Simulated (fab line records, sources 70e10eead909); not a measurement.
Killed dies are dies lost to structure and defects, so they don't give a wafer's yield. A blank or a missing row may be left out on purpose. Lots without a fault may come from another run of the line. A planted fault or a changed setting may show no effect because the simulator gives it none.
fab line records | flow nand_harc | part 1 of 2: steps 1 to 26 of 37
record lots=5 wafers=15 last_day=24
route steps=1159 shown P_GATE@151
lots that met no fault: from a run of the same line without faults
start_h: hours from the record's first day to the start of the lot's first wafer shown | wait_h: hours since the lot's step before | " the same as in the row above | L1.1+2: a row that stands for several wafers | - no value, or no start given | * or withheld: withheld | < > ~ a bound
route shown NAME@n: a module of which the file shows steps, and the number in the route of the first | usual: mean/standard deviation of fault-free wafers | same: alike in all rows | chamber/n: place in a boat | sites: the reading at each site | _std_site: their standard deviation | _edge_site: outer sites' mean less inner sites' | radius_mm: how far each site lies from the wafer's centre | mask NAME#n: copy n | behind: the tool/chamber that last shaped the wafer | hold: why the lot was held/for how many hours/how that ended | device: the transistor (n, p or np) that didn't switch | end of line: the same wafers' tests at the end of the route | a step without rows: its recipe alone | killed: dies lost to structure and defects at the first sort, not the wafer's yield | map: a wafer's dies, x killed, . not, _ none there
set.NAME: the setting as run; set.NAME@STEP: as run at that earlier step | model.NAME: the simulator's own value behind a step, which no gauge read
lots at some steps of the route; a table a step, a row a wafer
services: from which hour (start_h, from the record's first day; less than 0 if before it) a tool's chamber was out of use, for how many hours, and why
## steps
# step NHARC_P_GATE_CD_MEAS_33
# usual cd_nm=119.1/2.7
# columns lot.wafer tool chamber start_h wait_h cd_nm
L074.1 cd_sem-01 - 91.09 - 121.8
L074.2 " - " " 114.3
L074.6 " - " " 115.7
L079.1 cd_sem-03 - 126.41 - 119.7
L079.3 " - " " 120.5
L079.6 " - " " 115.5
L086.1 cd_sem-01 - 164.71 - 120.5
L086.4 " - " " 122.7
L086.5 " - " " 119.7
L089.1 cd_sem-02 - 179.07 - 113.0
L089.3 " - " " 114.1
L089.6 " - " " 116.5
L093.3 cd_sem-01 - 207.30 0.2 117.8
L093.4 " - " " 120.7
L093.6 " - " " 118.4
# step NHARC_P_GATE_STRIP_35
# recipe time_s=600 temp_c=130 chemistry=SPM
# usual bath_heat_duty_pct=14.6/1.6
# same time_s=600
# columns lot.wafer tool chamber start_h wait_h bath_heat_duty_pct
L074.1 wet_bench-04 2 91.18 0.1 16.2
L074.2 " 3 " " 17.4
L074.6 " 5 " " 13.6
L079.1 wet_bench-04 3 126.50 0.1 16.1
L079.6 " 7 " " 16.2
L079.3 " 0 " " 15.1
L086.4 wet_bench-03 2 164.83 0.1 16.1
L086.1 " 3 " " 14.0
L086.5 " 6 " " 12.8
L089.6 wet_bench-04 3 179.16 0.1 16.0
L089.3 " 4 " " 15.4
L089.1 " 7 " " 16.3
L093.6 wet_bench-04 1 207.39 0.1 13.1
L093.3 " 2 " " 14.0
L093.4 " 3 " " 17.2
# step NHARC_P_GATE_PRECLEAN_73
# recipe time_s=* temp_c=50 bath_age_min=0 chemistry=SC1
# usual bath_heat_duty_pct=7.1/0.93 nh4oh_flow_mL_min=28.30/0.09
# same time_s=*
# columns lot.wafer tool chamber start_h wait_h bath_heat_duty_pct nh4oh_flow_mL_min
L074.1 wet_bench-04 2 - - 7.1 28.48
L074.2 " 3 " " 7.9 28.35
L074.6 " 5 " " 6.5 28.31
L079.1 wet_bench-04 3 - - 8.2 28.14
L079.6 " 7 " " 7.9 28.25
L079.3 " 0 " " 8.2 28.30
L086.4 wet_bench-03 2 - - 7.2 28.30
L086.1 " 3 " " 5.5 28.43
L086.5 " 6 " " 6.2 28.47
L089.6 wet_bench-04 3 - - 8.1 28.34
L089.3 " 4 " " 7.2 28.31
L089.1 " 7 " " 7.5 28.35
L093.6 wet_bench-04 1 - - 7.3 28.30
L093.3 " 2 " " 7.5 28.13
L093.4 " 3 " " 8.9 28.29
# step NHARC_P_GATE_SRD_74
# columns lot.wafer tool chamber start_h wait_h
L074.1+2+6 wet_bench-04 2,3,5 - -
L079.1+6+3 wet_bench-04 3,7,0 - -
L086.4+1+5 wet_bench-03 2,3,6 - -
L089.6+3+1 wet_bench-04 3,4,7 - -
L093.6+3+4 wet_bench-04 1,2,3 - -
# step NHARC_P_GATE_ALD_36
# recipe target_thk_a=200 pulse_time_s=60 ald_cycles=223 temp_c=400 material=SiNx
# usual heater_power_w=890/74 precursor_pulse_height_rel=1.001/0.02
# columns lot.wafer tool chamber start_h wait_h heater_power_w precursor_pulse_height_rel
L074.1 ald_sin-04 0 92.62 - 848 1.013
L074.2 " 2 94.75 - 779 0.995
L074.6 " 0 96.88 - 804 1.001
L079.1 ald_sin-04 0 128.95 - 824 1.015
L079.3 " 1 130.00 - 842 1.019
L079.6 " 2 131.04 - 778 0.996
L086.1 ald_sin-02 0 165.26 - 1043 0.981
L086.4 " 1 170.80 - 863 1.025
L086.5 " 2 172.19 - 920 1.002
L089.3 ald_sin-04 1 180.59 - 843 0.990
L089.1 " 3 182.69 - 937 1.014
L089.6 " 0 183.74 - 839 0.988
L093.3 ald_sin-02 0 207.75 - 1026 1.011
L093.4 " 1 208.81 - 889 1.020
L093.6 " 1 213.04 - 888 0.977
# step NHARC_P_GATE_ETCHBACK_37
# recipe target_depth_a=345 time_s=17.2 chf3_flow_sccm=50 o2_flow_sccm=10 ar_flow_sccm=200 rf_w=500 bias_w=200 chemistry=CHF3/O2
# usual drypump_motor_current_A=5.9/0.54 oes_product_au=0.96/0.036 rf_vpp_V=370.4/2 showerhead_plenum_p_Torr=2.39/0.084 throttle_valve_pct=20.572/0.0088
# same time_s=17.2
# columns lot.wafer tool chamber start_h wait_h drypump_motor_current_A oes_product_au rf_hours_counter_h rf_vpp_V showerhead_plenum_p_Torr throttle_valve_pct
L074.1 rie_diel-02 3 - - 6.2 1.01 44 373.9 2.52 20.570
L074.2 " 0 " " 6.5 1.00 43 369.6 2.37 20.556
L074.6 " 0 " " 6.6 0.99 - 370.3 2.37 20.564
L079.3 rie_diel-12 0 - - 6.7 0.92 30 371.5 2.39 20.565
L079.1 " 3 " " 5.9 0.92 31 368.2 2.35 20.564
L079.6 " 0 " " 6.7 0.92 - 368.7 2.39 20.577
L086.1 rie_diel-02 0 - - 6.6 0.93 8 371.3 2.36 20.569
L086.4 " 1 " " 6.7 0.93 7 371.8 2.37 20.550
L086.5 " 2 " " 5.4 0.95 - 367.6 2.23 20.568
L089.1 rie_diel-02 0 - - 6.6 0.94 12 370.3 2.36 20.565
L089.3 " 3 " " 6.1 0.91 11 373.4 2.51 20.584
L089.6 " 1 " " 6.7 0.91 - 369.4 2.37 20.577
L093.3 rie_diel-02 1 - - 6.7 0.99 21 368.7 2.37 20.568
L093.4 " 2 " " 5.4 1.00 20 365.8 2.23 20.581
L093.6 " 0 " " 6.6 1.00 - 369.7 2.35 20.565
# step NHARC_P_GATE_STRIP_101
# recipe time_s=20 o2_flow_sccm=500 ar_flow_sccm=0 bias_w=0 chemistry=O2
# usual drypump_motor_current_A=5.9/0.54 oes_product_au=1.001/0.0093 rf_vpp_V=57.8/0.92 showerhead_plenum_p_Torr=3.50/0.12 throttle_valve_pct=17.038/0.0094
# same time_s=20
# columns lot.wafer tool chamber start_h wait_h drypump_motor_current_A oes_product_au rf_hours_counter_h rf_vpp_V showerhead_plenum_p_Torr throttle_valve_pct
L074.1 rie_diel-02 2 101.23 0.1 5.4 0.997 42 59.3 3.30 17.036
L074.2 " 1 " " 6.7 1.002 46 56.9 3.50 17.038
L074.6 " 3 " " 6.2 1.002 - 59.2 3.70 17.039
L079.3 rie_diel-12 0 136.39 0.1 6.7 0.991 30 58.0 3.51 17.043
L079.1 " 2 " " 5.6 1.002 33 56.9 3.40 17.027
L079.6 " 1 " " 5.4 1.011 - 56.9 3.63 17.033
L086.4 rie_diel-02 3 176.85 0.1 6.1 0.995 8 59.2 3.69 17.036
L086.1 " 0 " " 6.6 0.995 8 56.9 3.47 17.038
L086.5 " 2 " " 5.4 1.008 - 58.4 3.29 17.043
L089.1 rie_diel-02 0 189.11 0.1 6.6 0.999 12 58.4 3.47 17.029
L089.3 " 3 " " 6.2 0.991 11 59.3 3.68 17.024
L089.6 " 0 " " 6.6 1.003 - 57.0 3.47 17.044
L093.4 rie_diel-02 1 217.41 0.1 6.7 0.992 21 57.8 3.48 17.035
L093.3 " 2 " " 5.4 1.007 20 56.7 3.28 17.046
L093.6 " 1 " " 6.7 0.998 - 57.3 3.48 17.048
# step NHARC_P_GATE_PRECLEAN_97
# recipe time_s=600 temp_c=120 chemistry=SPM
# usual bath_heat_duty_pct=13.8/1.7
# same time_s=600
# columns lot.wafer tool chamber start_h wait_h bath_heat_duty_pct
L074.6 wet_bench-02 6 101.33 - 17.1
L074.2 " 7 " " 13.5
L074.1 " 1 " " 11.8
L079.3 wet_bench-02 5 136.49 - 12.7
L079.1 " 6 " " 16.3
L079.6 " 0 " " 15.2
L086.1 wet_bench-02 2 176.95 - 16.2
L086.5 " 4 " " 13.4
L086.4 " 6 " " 17.9
L089.1 wet_bench-04 2 189.21 - 13.0
L089.3 " 4 " " 14.3
L089.6 " 5 " " 11.2
L093.3 wet_bench-04 1 217.52 - 12.5
L093.4 " 3 " " 14.8
L093.6 " 4 " " 14.6
# step NHARC_P_GATE_SRD_98
# columns lot.wafer tool chamber start_h wait_h
L074.6+2+1 wet_bench-02 6,7,1 - -
L079.3+1+6 wet_bench-02 5,6,0 - -
L086.1+5+4 wet_bench-02 2,4,6 - -
L089.1+3+6 wet_bench-04 2,4,5 - -
L093.3+4+6 wet_bench-04 1,3,4 - -
# step NHARC_P_GATE_PRECLEAN_99
# recipe time_s=* temp_c=50 bath_age_min=0 chemistry=SC1
# usual bath_heat_duty_pct=7.3/0.92 nh4oh_flow_mL_min=28.30/0.086
# same time_s=*
# columns lot.wafer tool chamber start_h wait_h bath_heat_duty_pct nh4oh_flow_mL_min
L074.6 wet_bench-02 6 - - 8.5 28.19
L074.2 " 7 " " 7.7 28.42
L074.1 " 1 " " 7.5 28.14
L079.3 wet_bench-02 5 - - 6.7 28.17
L079.1 " 6 " " 8.3 28.38
L079.6 " 0 " " 8.0 28.30
L086.1 wet_bench-02 2 - - 8.9 28.23
L086.5 " 4 " " 7.4 28.29
L086.4 " 6 " " 8.0 28.30
L089.1 wet_bench-04 2 - - 7.1 28.36
L089.3 " 4 " " 7.5 28.40
L089.6 " 5 " " 6.1 28.30
L093.3 wet_bench-04 1 - - 7.1 28.46
L093.4 " 3 " " 7.1 28.26
L093.6 " 4 " " 7.1 28.36
# step NHARC_P_GATE_SRD_100
# columns lot.wafer tool chamber start_h wait_h
L074.6+2+1 wet_bench-02 6,7,1 - -
L079.3+1+6 wet_bench-02 5,6,0 - -
L086.1+5+4 wet_bench-02 2,4,6 - -
L089.1+3+6 wet_bench-04 2,4,5 - -
L093.3+4+6 wet_bench-04 1,3,4 - -
# step NHARC_P_GATE_DEHYDRATE_38
# recipe temp_c=150 time_s=120
# usual heater_power_total_W=182.7/1.2
# same time_s=120
# columns lot.wafer tool chamber start_h wait_h heater_power_total_W
L074.1 litho_track-03 0 101.73 - 180.7
L074.2 " 0 " " 182.8
L074.6 " 0 " " 181.8
L079.1 litho_track-03 0 136.89 - 181.4
L079.3 " 0 " " 183.3
L079.6 " 0 " " 182.6
L086.1 litho_track-05 0 177.35 - 183.7
L086.4 " 0 " " 183.9
L086.5 " 0 " " 183.2
L089.1 litho_track-03 0 189.60 - 183.8
L089.3 " 0 " " 183.7
L089.6 " 0 " " 182.7
L093.3 litho_track-05 0 217.91 - 183.0
L093.4 " 0 " " 184.2
L093.6 " 0 " " 184.3
# step NHARC_P_GATE_HMDS_39
# recipe time_s=30
# same time_s=30
# columns lot.wafer tool chamber start_h wait_h
L074.1+2+6 litho_track-03 0 - -
L079.1+3+6 litho_track-03 0 - -
L086.1+4+5 litho_track-05 0 - -
L089.1+3+6 litho_track-03 0 - -
L093.3+4+6 litho_track-05 0 - -
# step NHARC_P_GATE_COAT_40
# recipe spin_rpm=3000
# columns lot.wafer tool chamber start_h wait_h
L074.1+2+6 litho_track-03 0 - -
L079.1+3+6 litho_track-03 0 - -
L086.1+4+5 litho_track-05 0 - -
L089.1+3+6 litho_track-03 0 - -
L093.3+4+6 litho_track-05 0 - -
# step NHARC_P_GATE_SOFTBAKE_41
# recipe temp_c=122 time_s=95
# usual heater_power_total_W=160.1/0.46
# same time_s=95
# columns lot.wafer tool chamber start_h wait_h heater_power_total_W
L074.1 litho_track-03 0 - - 159.8
L074.2 " 0 " " 160.0
L074.6 " 0 " " 160.4
L079.1 litho_track-03 0 - - 159.4
L079.3 " 0 " " 160.0
L079.6 " 0 " " 159.7
L086.1 litho_track-05 0 - - 160.0
L086.4 " 0 " " 160.0
L086.5 " 0 " " 159.9
L089.1 litho_track-03 0 - - 160.2
L089.3 " 0 " " 159.0
L089.6 " 0 " " 160.7
L093.3 litho_track-05 0 - - 159.9
L093.4 " 0 " " 160.1
L093.6 " 0 " " 160.5
# step NHARC_P_GATE_EBR_42
# columns lot.wafer tool chamber start_h wait_h
L074.1+2+6 litho_track-03 0 - -
L079.1+3+6 litho_track-03 0 - -
L086.1+4+5 litho_track-05 0 - -
L089.1+3+6 litho_track-03 0 - -
L093.3+4+6 litho_track-05 0 - -
# step NHARC_P_GATE_EXPOSE_43
# recipe na=0.6 target_cd_nm=720 dose_mj=14.81 mask_id=P_NSD
# usual reticle_temp_C=23.00/0.1
# columns lot.wafer tool chamber start_h wait_h mask reticle_temp_C
L074.1 krf_scanner-03 0 102.00 - P_NSD#0 22.97
L074.2 " 0 " " P_NSD#0 23.14
L074.6 " 0 " " P_NSD#0 23.10
L079.1 krf_scanner-02 0 137.16 - P_NSD#0 22.86
L079.3 " 0 " " P_NSD#0 22.97
L079.6 " 0 " " P_NSD#0 22.96
L086.1 krf_scanner-02 0 177.62 - P_NSD#0 22.99
L086.4 " 0 " " P_NSD#0 22.88
L086.5 " 0 " " P_NSD#0 22.91
L089.1 krf_scanner-02 0 189.75 - P_NSD#0 22.92
L089.3 " 0 " " P_NSD#0 23.09
L089.6 " 0 " " P_NSD#0 23.12
L093.3 krf_scanner-02 0 218.19 - P_NSD#0 23.11
L093.4 " 0 " " P_NSD#0 22.96
L093.6 " 0 " " P_NSD#0 23.04
# step NHARC_P_GATE_PEB_44
# recipe peb_temp_c=118 peb_time_s=85
# usual heater_power_total_W=163.96/0.26
# columns lot.wafer tool chamber start_h wait_h heater_power_total_W
L074.1 litho_track-05 0 102.06 0.1 163.79
L074.2 " 0 " " 164.12
L074.6 " 0 " " 163.72
L079.1 litho_track-03 0 137.22 0.1 163.65
L079.3 " 0 " " 164.53
L079.6 " 0 " " 163.65
L086.1 litho_track-03 0 177.69 0.1 163.98
L086.4 " 0 " " 163.89
L086.5 " 0 " " 164.31
L089.1 litho_track-03 0 189.81 0.1 164.03
L089.3 " 0 " " 163.93
L089.6 " 0 " " 164.20
L093.3 litho_track-07 0 218.24 0.1 164.34
L093.4 " 0 " " 163.63
L093.6 " 0 " " 163.95
# step NHARC_P_GATE_DEVELOP_45
# recipe time_s=70
# same time_s=70
# columns lot.wafer tool chamber start_h wait_h
L074.1+2+6 litho_track-05 0 - -
L079.1+3+6 litho_track-03 0 - -
L086.1+4+5 litho_track-03 0 - -
L089.1+3+6 litho_track-03 0 - -
L093.3+4+6 litho_track-07 0 - -
# step NHARC_P_GATE_CD_MEAS_46
# recipe target_cd_nm=720 landing_energy_ev=500
# usual cd_nm=720.0/1.9
# columns lot.wafer tool chamber start_h wait_h cd_nm
L074.1 cd_sem-03 0 102.15 - 720.0
L074.2 " 0 " " 721.4
L074.6 " 0 " " 721.3
L079.1 cd_sem-02 0 137.31 - 722.4
L079.3 " 0 " " 722.2
L079.6 " 0 " " 721.3
L086.1 cd_sem-03 0 177.78 - 719.5
L086.4 " 0 " " 718.4
L086.5 " 0 " " 719.0
L089.1 cd_sem-02 0 189.90 - 721.6
L089.3 " 0 " " 721.8
L089.6 " 0 " " 721.6
L093.3 cd_sem-01 0 218.34 - 722.3
L093.4 " 0 " " 720.2
L093.6 " 0 " " 721.9
# step NHARC_P_GATE_HARDBAKE_47
# recipe temp_c=125 time_s=80
# usual heater_power_total_W=183.9/0.77
# same time_s=80
# columns lot.wafer tool chamber start_h wait_h heater_power_total_W
L074.1 litho_track-05 0 102.23 - 183.6
L074.2 " 0 " " 183.0
L074.6 " 0 " " 183.8
L079.1 litho_track-03 0 137.39 - 183.2
L079.3 " 0 " " 182.8
L079.6 " 0 " " 183.7
L086.1 litho_track-07 0 177.86 - 184.9
L086.4 " 0 " " 182.8
L086.5 " 0 " " 183.6
L089.1 litho_track-03 0 189.98 - 182.9
L089.3 " 0 " " 185.0
L089.6 " 0 " " 182.7
L093.3 litho_track-07 0 218.42 - 184.3
L093.4 " 0 " " 183.7
L093.6 " 0 " " 183.6
# step NHARC_P_GATE_DESCUM_48
# recipe time_s=3 o2_flow_sccm=200 ar_flow_sccm=0 bias_power_w=0 chemistry=O2
# usual drypump_motor_current_A=5.7/0.51 oes_product_au=1.000/0.0082 rf_vpp_V=57.7/0.91 showerhead_plenum_p_Torr=1.91/0.061 throttle_valve_pct=11.312/0.0092
# same bias_power_w=0 time_s=3
# columns lot.wafer tool chamber start_h wait_h drypump_motor_current_A oes_product_au rf_hours_counter_h rf_vpp_V showerhead_plenum_p_Torr throttle_valve_pct
L074.2 rie_diel-01 0 102.31 - 5.6 1.002 23 57.3 1.91 11.303
L074.1 " 1 " " 5.4 0.991 24 58.5 2.01 11.307
L074.6 " 1 " " 5.4 0.999 - 59.2 2.01 11.311
L079.1 rie_diel-12 2 137.49 - 5.6 1.000 33 57.5 1.84 11.295
L079.3 " 3 " " 5.9 1.000 31 56.9 1.87 11.295
L079.6 " 1 " " 5.4 1.007 - 58.0 1.97 11.311
L086.4 rie_diel-01 2 177.94 - 5.1 1.007 7 58.2 1.86 11.314
L086.1 " 3 " " 6.2 0.997 7 57.1 1.87 11.309
L086.5 " 3 " " 6.2 0.999 - 58.3 1.86 11.307
L089.1 rie_diel-01 2 190.08 - 5.1 1.003 9 58.4 1.86 11.316
L089.3 " 0 " " 5.7 0.987 9 59.7 1.91 11.316
L089.6 " 1 " " 5.4 1.003 - 59.6 2.01 11.308
L093.4 rie_diel-12 2 218.52 - 5.7 0.988 2 59.1 1.83 11.295
L093.3 " 3 " " 5.8 0.973 1 57.8 1.86 11.307
L093.6 " 1 " " 5.4 0.992 - 59.0 1.96 11.318
# step NHARC_P_GATE_IMPLANT_49
# recipe energy_kev=30 dose_cm2=3e+15 tilt_deg=7
# usual beam_energy_keV=29.998/0.0088
# same implant_ion_amu=75
# columns lot.wafer tool chamber start_h wait_h beam_energy_keV
L074.1 implanter-01 0 102.46 0.1 30.005
L074.2 " 0 " " 29.992
L074.6 " 0 " " 29.992
L079.1 implanter-01 0 137.62 0.1 29.995
L079.3 " 0 " " 29.995
L079.6 " 0 " " 29.981
L086.1 implanter-01 0 178.09 0.1 29.998
L086.4 " 0 " " 29.994
L086.5 " 0 " " 29.992
L089.1 implanter-01 0 190.21 0.1 30.011
L089.3 " 0 " " 30.012
L089.6 " 0 " " 30.003
L093.3 implanter-01 0 218.70 0.2 30.003
L093.4 " 0 " " 29.987
L093.6 " 0 " " 29.991
# step NHARC_P_GATE_STRIP_111
# recipe power_w=1500 temp_c=110 time_s=250 chemistry=N2/H2
# usual drypump_motor_current_A=5.8/0.43 heater_power_w=88/10
# same time_s=250
# columns lot.wafer tool chamber start_h wait_h drypump_motor_current_A heater_power_w rf_hours_counter_h
L074.1 plasma_asher-02 1 102.71 0.2 5.6 94 30
L074.2 " 0 " " 6.1 81 30
L074.6 " 1 " " 5.6 93 -
L079.1 plasma_asher-01 0 137.84 0.2 5.2 75 6
L079.3 " 0 " " 5.2 78 -
L079.6 " 1 " " 6.2 101 -
L086.1 plasma_asher-01 1 178.36 0.2 6.3 100 21
L086.4 " 0 " " 5.2 77 -
L086.5 " 0 " " 5.2 76 -
L089.1 plasma_asher-01 0 190.48 0.2 5.2 78 26
L089.3 " 1 " " 6.3 102 -
L089.6 " 0 " " 5.2 78 -
L093.4 plasma_asher-01 0 218.96 0.2 5.2 76 -
L093.3 " 1 " " 6.3 104 -
L093.6 " 0 " " 5.3 78 -
# step NHARC_P_GATE_STRIP_75
# recipe power_w=1500 temp_c=250 chemistry=O2
# usual drypump_motor_current_A=5.8/0.42 heater_power_w=328/38
# columns lot.wafer tool chamber start_h wait_h drypump_motor_current_A heater_power_w rf_hours_counter_h
L074.1 plasma_asher-02 1 103.01 0.2 5.6 351 30
L074.2 " 0 " " 6.1 306 30
L074.6 " 1 " " 5.6 343 -
L079.1 plasma_asher-01 0 139.09 1.2 5.2 281 7
L079.3 " 0 " " 5.2 282 -
L079.6 " 1 " " 6.3 386 -
L086.1 plasma_asher-01 1 178.62 0.2 6.2 378 21
L086.4 " 0 " " 5.2 282 -
L086.5 " 0 " " 5.2 288 -
L089.1 plasma_asher-01 0 190.75 0.2 5.2 287 26
L089.3 " 1 " " 6.3 370 -
L089.6 " 0 " " 5.2 283 -
L093.4 plasma_asher-01 0 219.18 0.2 5.2 284 -
L093.3 " 1 " " 6.3 375 -
L093.6 " 0 " " 5.2 276 -
# step NHARC_P_GATE_STRIP_50
# recipe time_s=900 temp_c=130 chemistry=SPM
# usual bath_heat_duty_pct=14.6/1.5
# same time_s=900
# columns lot.wafer tool chamber start_h wait_h bath_heat_duty_pct
L074.2 wet_bench-02 3 103.19 0.2 14.4
L074.1 " 4 " " 14.8
L074.6 " 5 " " 14.0
L079.3 wet_bench-04 2 139.24 0.1 15.3
L079.1 " 5 " " 12.3
L079.6 " 6 " " 13.7
L086.4 wet_bench-03 6 178.76 0.1 12.5
L086.1 " 7 " " 14.7
L086.5 " 1 " " 14.6
L089.3 wet_bench-04 3 190.89 0.1 14.6
L089.1 " 4 " " 14.2
L089.6 " 6 " " 13.0
L093.4 wet_bench-02 0 219.32 0.1 16.8
L093.6 " 2 " " 17.1
L093.3 " 3 " " 15.7
